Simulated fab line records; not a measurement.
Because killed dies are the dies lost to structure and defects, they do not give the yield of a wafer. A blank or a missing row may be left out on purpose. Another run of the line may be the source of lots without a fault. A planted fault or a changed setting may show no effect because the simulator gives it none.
Which tool did it? + flow n5 finfet + 31 wafers from 11 lots sampled at 5 of the route's 1938 steps

## WHAT THE GAUGES SHOWED, per wafer
The record holds no reading of a measuring or inspecting step that can be judged against a usual standard deviation.

## WHAT TOOL EACH LOT RAN ON (gives the tool, then ch and the chambers of the sampled wafers, and finally the start)
| lot  | N5_BEOL_M10_ETCH_66                | N5_BEOL_M10_STRIP_77                          | N5_BEOL_M10_SURFACE_TREAT_76 | N5_BEOL_M10_SPUTTER_48       | N5_PASSIVATION_PROBE_49 |
|------|------------------------------------|-----------------------------------------------|------------------------------|------------------------------|-------------------------|
| L762 | rie diel-02 ch 1,2, day 11 01:07   | rie diel-02 ch 1,2, day 11 02:46 or earlier   | pvd sputter-03, day 11 02:46 | pvd sputter-03, day 11 02:58 | -                       |
| L763 | rie diel-01 ch 0,3, day 11 17:27   | rie diel-01 ch 0,3, day 11 18:49 or earlier   | pvd sputter-03, day 11 18:49 | pvd sputter-02, day 11 20:20 | -                       |
| L765 | rie diel-01 ch 0,1,3, day 11 20:16 | rie diel-01 ch 0,1,3, day 11 21:45 or earlier | pvd sputter-01, day 11 21:45 | pvd sputter-02, day 11 22:15 | prober-01, day 14 10:32 |
| L764 | rie diel-02 ch 0,2,3, day 11 20:26 | rie diel-02 ch 0,2,3, day 11 21:50 or earlier | pvd sputter-02, day 11 21:50 | pvd sputter-02, day 11 22:46 | prober-01, day 14 05:22 |
| L767 | rie diel-01 ch 0,1, day 13 00:35   | rie diel-01 ch 0,1, day 13 03:35 or earlier   | pvd sputter-01, day 13 03:35 | pvd sputter-03, day 13 03:52 | prober-02, day 15 02:37 |
| L769 | rie diel-06 ch 0,2, day 13 10:07   | rie diel-06 ch 0,2, day 13 12:02 or earlier   | pvd sputter-02, day 13 12:02 | pvd sputter-03, day 13 12:29 | prober-01, day 16 00:34 |
| L773 | rie diel-06 ch 0,1,2, day 14 03:52 | rie diel-06 ch 0,1,2, day 14 07:28 or earlier | pvd sputter-03, day 14 07:28 | pvd sputter-03, day 14 07:41 | prober-01, day 16 09:43 |
| L776 | rie diel-02 ch 1,2, day 14 09:11   | rie diel-02 ch 1,2, day 14 12:37 or earlier   | pvd sputter-02, day 14 12:37 | pvd sputter-02, day 14 12:52 | prober-02, day 16 08:29 |
| L778 | rie diel-02 ch 0,2, day 15 17:32   | rie diel-02 ch 0,2, day 15 19:58 or earlier   | pvd sputter-02, day 15 19:58 | pvd sputter-03, day 15 20:34 | prober-01, day 17 23:21 |
| L781 | rie diel-02 ch 1,2, day 15 20:44   | rie diel-02 ch 1,2, day 15 22:26 or earlier   | pvd sputter-02, day 15 22:26 | pvd sputter-02, day 15 22:40 | -                       |
| L780 | rie diel-01 ch 2,3, day 16 02:41   | rie diel-01 ch 2,3, day 16 04:41 or earlier   | pvd sputter-03, day 16 04:41 | pvd sputter-02, day 16 04:55 | -                       |
- N5_BEOL_M10_ETCH_66: etches SOC in N2/H2, target depth 120 nm, overetch 24 nm, time 180 s.
- N5_BEOL_M10_STRIP_77: strips in N2/H2, time 10 s.
- N5_BEOL_M10_SURFACE_TREAT_76
- N5_BEOL_M10_SPUTTER_48: material Cu, target thk 12 nm, time 2 s.
- N5_PASSIVATION_PROBE_49

## WHAT THE TOOLS THEMSELVES READ (means of the sampled wafers that have a number; where no wafer has one, the mark that the record gives instead)
N5_BEOL_M10_ETCH_66. Usual: drypump motor current A 5.8 A, standard deviation 0.33; oes product au 0.67 a.u., standard deviation 0.051; rf vpp V 525.0 V, standard deviation 2; showerhead plenum p Torr 2.58 Torr, standard deviation 0.064; throttle valve pct 17.73 %, standard deviation 0.21.
| lot  | tool        | drypump motor current A (A) | oes product au (a.u.) | rf vpp V (V) | showerhead plenum p Torr (Torr) | throttle valve pct (%) | flag |
|------|-------------|-----------------------------|-----------------------|--------------|---------------------------------|------------------------|------|
| L762 | rie diel-02 | 6.0                         | 0.65                  | 524.8        | 2.58                            | 17.58                  |      |
| L763 | rie diel-01 | 5.5                         | 0.67                  | 527.9        | 2.68                            | 17.85                  |      |
| L765 | rie diel-01 | 5.8                         | 0.69                  | 525.6        | 2.62                            | 17.79                  |      |
| L764 | rie diel-02 | 5.9                         | 0.67                  | 524.6        | 2.58                            | 17.52                  |      |
| L767 | rie diel-01 | 6.0                         | 0.67                  | 526.0        | 2.62                            | 17.78                  |      |
| L769 | rie diel-06 | 6.0                         | 0.66                  | 522.0        | 2.47                            | 17.98                  |      |
| L773 | rie diel-06 | 6.2                         | 0.67                  | 522.1        | 2.50                            | 17.97                  |      |
| L776 | rie diel-02 | 5.8                         | 0.73                  | 524.8        | 2.57                            | 17.55                  |      |
| L778 | rie diel-02 | 6.1                         | 0.64                  | 523.6        | 2.55                            | 17.61                  |      |
| L781 | rie diel-02 | 6.0                         | 0.69                  | 523.7        | 2.56                            | 17.52                  |      |
| L780 | rie diel-01 | 5.5                         | 0.67                  | 526.6        | 2.63                            | 17.81                  |      |

N5_BEOL_M10_STRIP_77. Usual: drypump motor current A 5.8 A, standard deviation 0.33; oes product au 0.83 a.u., standard deviation 0.065; rf vpp V 59.3 V, standard deviation 0.84; showerhead plenum p Torr 2.58 Torr, standard deviation 0.064; throttle valve pct 23.58 %, standard deviation 0.25.
| lot  | tool        | drypump motor current A (A) | oes product au (a.u.) | rf vpp V (V) | showerhead plenum p Torr (Torr) | throttle valve pct (%) | flag |
|------|-------------|-----------------------------|-----------------------|--------------|---------------------------------|------------------------|------|
| L762 | rie diel-02 | 6.0                         | 0.80                  | 58.8         | 2.58                            | 23.26                  |      |
| L763 | rie diel-01 | 5.5                         | 0.84                  | 59.0         | 2.67                            | 23.75                  |      |
| L765 | rie diel-01 | 5.8                         | 0.85                  | 58.9         | 2.61                            | 23.70                  |      |
| L764 | rie diel-02 | 5.9                         | 0.83                  | 58.9         | 2.57                            | 23.37                  |      |
| L767 | rie diel-01 | 6.0                         | 0.83                  | 59.2         | 2.61                            | 23.69                  |      |
| L769 | rie diel-06 | 6.0                         | 0.82                  | 58.8         | 2.46                            | 24.06                  |      |
| L773 | rie diel-06 | 6.1                         | 0.83                  | 59.4         | 2.50                            | 23.96                  |      |
| L776 | rie diel-02 | 5.8                         | 0.92                  | 59.4         | 2.56                            | 23.28                  |      |
| L778 | rie diel-02 | 6.1                         | 0.80                  | 59.1         | 2.55                            | 23.40                  |      |
| L781 | rie diel-02 | 6.0                         | 0.86                  | 60.0         | 2.56                            | 23.26                  |      |
| L780 | rie diel-01 | 5.5                         | 0.84                  | 59.2         | 2.62                            | 23.65                  |      |

N5_BEOL_M10_SURFACE_TREAT_76. Usual: ar flow sccm 30.00 sccm, standard deviation 0.083.
| lot  | tool           | ar flow sccm (sccm) | flag |
|------|----------------|---------------------|------|
| L762 | pvd sputter-03 | 29.98               |      |
| L763 | pvd sputter-03 | 29.90               |      |
| L765 | pvd sputter-01 | 29.97               |      |
| L764 | pvd sputter-02 | 30.05               |      |
| L767 | pvd sputter-01 | 30.05               |      |
| L769 | pvd sputter-02 | 29.96               |      |
| L773 | pvd sputter-03 | 29.95               |      |
| L776 | pvd sputter-02 | 30.03               |      |
| L778 | pvd sputter-02 | 29.98               |      |
| L781 | pvd sputter-02 | 30.01               |      |
| L780 | pvd sputter-03 | 29.98               |      |

N5_BEOL_M10_SPUTTER_48. Usual: cathode dc power W 26000 W, standard deviation 4.8; chamber pressure pa 0.13001 Pa, standard deviation 0.00028; chuck sensor temp C -15.8 C, standard deviation 0.53; throttle valve pct 29.7 %, standard deviation 0.97.
| lot  | tool           | cathode dc power W (W) | chamber pressure pa (Pa) | chuck sensor temp C (C) | throttle valve pct (%) | flag |
|------|----------------|------------------------|--------------------------|-------------------------|------------------------|------|
| L762 | pvd sputter-03 | 26001                  | 0.13047                  | -16.1                   | 29.9                   |      |
| L763 | pvd sputter-02 | 25998                  | 0.12995                  | -15.4                   | 29.2                   |      |
| L765 | pvd sputter-02 | 26004                  | 0.13014                  | -15.5                   | 28.9                   |      |
| L764 | pvd sputter-02 | 25996                  | 0.12981                  | -15.9                   | 28.9                   |      |
| L767 | pvd sputter-03 | 25997                  | 0.13020                  | -16.2                   | 30.5                   |      |
| L769 | pvd sputter-03 | 25996                  | 0.13017                  | -16.4                   | 29.6                   |      |
| L773 | pvd sputter-03 | 21418                  | 0.12984                  | -15.8                   | 29.3                   | OFF  |
| L776 | pvd sputter-02 | 25997                  | 0.13021                  | -15.6                   | 28.8                   |      |
| L778 | pvd sputter-03 | 21421                  | 0.13002                  | -15.9                   | 30.0                   | OFF  |
| L781 | pvd sputter-02 | 26003                  | 0.13021                  | -15.7                   | 28.9                   |      |
| L780 | pvd sputter-02 | 26001                  | 0.13006                  | -15.6                   | 28.7                   |      |

N5_PASSIVATION_PROBE_49. Usual: defect limited yield 91.2 %, standard deviation 1.3; killed_at_M0_to_M3 34, standard deviation 10; killed_at_M4_up 13, standard deviation 4.6; killed at contacts 13, standard deviation 5.5; killed at front end 41, standard deviation 12; killed at other 2.8, standard deviation 2.4; killed dies 104, standard deviation 16; killed open 67, standard deviation 12; killed short 33, standard deviation 7.2; sort_bin_4_leakage 0.00 %, standard deviation 0.012; sort_bin_5_function 5.1 %, standard deviation 0.86; sort_bin_6_memory 3.3 %, standard deviation 0.62; sort n pass 1076, standard deviation 16; sort yield pct 91.2 %, standard deviation 1.3.
| lot  | tool      | defect limited yield (%) | killed_at_M0_to_M3 | killed_at_M4_up | killed at contacts | killed at front end | killed at other | killed dies | killed open | killed short | sort_bin_4_leakage (%) | sort_bin_5_function (%) | sort_bin_6_memory (%) | sort n pass | sort yield pct (%) | flag |
|------|-----------|--------------------------|--------------------|-----------------|--------------------|---------------------|-----------------|-------------|-------------|--------------|------------------------|-------------------------|-----------------------|-------------|--------------------|------|
| L765 | prober-01 | 92.0                     | 27                 | 14              | 16                 | 35                  | 2.7             | 94          | 61          | 28           | 0.00                   | 4.7                     | 2.7                   | 1086        | 92.0               |      |
| L764 | prober-01 | 90.8                     | 35                 | 14              | 12                 | 47                  | 1.3             | 108         | 75          | 28           | 0.00                   | 5.1                     | 3.9                   | 1072        | 90.8               |      |
| L767 | prober-02 | 91.4                     | 44                 | 10              | 9                  | 34                  | 4.0             | 101         | 63          | 35           | 0.00                   | 5.3                     | 3.1                   | 1079        | 91.4               |      |
| L769 | prober-01 | 92.8                     | 36                 | 8               | 16                 | 22                  | 0.5             | 84          | 59          | 24           | 0.00                   | 4.4                     | 2.5                   | 1096        | 92.8               |      |
| L773 | prober-01 | 89.7                     | 42                 | 15              | 16                 | 44                  | 4.0             | 121         | 88          | 27           | 0.00                   | 5.5                     | 4.5                   | 1059        | 89.7               |      |
| L776 | prober-02 | 90.1                     | 46                 | 12              | 10                 | 44                  | 4.5             | 117         | 68          | 40           | 0.00                   | 6.0                     | 3.6                   | 1063        | 90.1               |      |
| L778 | prober-01 | 93.0                     | 29                 | 13              | 14                 | 25                  | 1.0             | 83          | 54          | 21           | 0.00                   | 4.2                     | 2.6                   | 1097        | 93.0               |      |

## THE ANSWER, worked out from the rows above alone
Rule: a lot is off if the mean of its wafers that have a number lies more than 3 standard deviations from the usual mean. Also off: a lot with no number at a reading for which 4 or more lots have one. All remaining lots with rows at the step are treated as sound. After the gauges, taken in route order, come the tools' own readings; for these a lot's mean is taken, as printed above. At the first step where some lot is off, the reading lying furthest off is the one used; lots without a number count as furthest.
Off: L773, L778 (N5_BEOL_M10_SPUTTER_48, cathode dc power W).
If a tool, at that step or one of the process steps before it, ran each lot that is off and ran no sound lot following the first of them, it fits. Because N5_BEOL_M10_STRIP_77 lacks a start for some lots, the hours and order of its lots are taken from N5_BEOL_M10_SURFACE_TREAT_76. One fits: N5_BEOL_M10_SPUTTER_48 on pvd sputter-03. A fault onset in the window from L769 (day 13 12:29, its last sound lot) to L773 (day 14 07:41, its first lot off) fits.
The tool's own readings at N5_BEOL_M10_SPUTTER_48 bear it out: on the lots that are off they differ by more than 5 times the standard deviation of the sound lots' means. cathode dc power W reads 21420 W there against 25999 W on the sound lots.

## WHAT THE SIMULATOR HAD INSERTED
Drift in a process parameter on pvd sputter-03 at N5_BEOL_M10_SPUTTER_48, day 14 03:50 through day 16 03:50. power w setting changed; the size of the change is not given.
Struck lots among those shown: L773, L778. This agrees with what the rule above found.
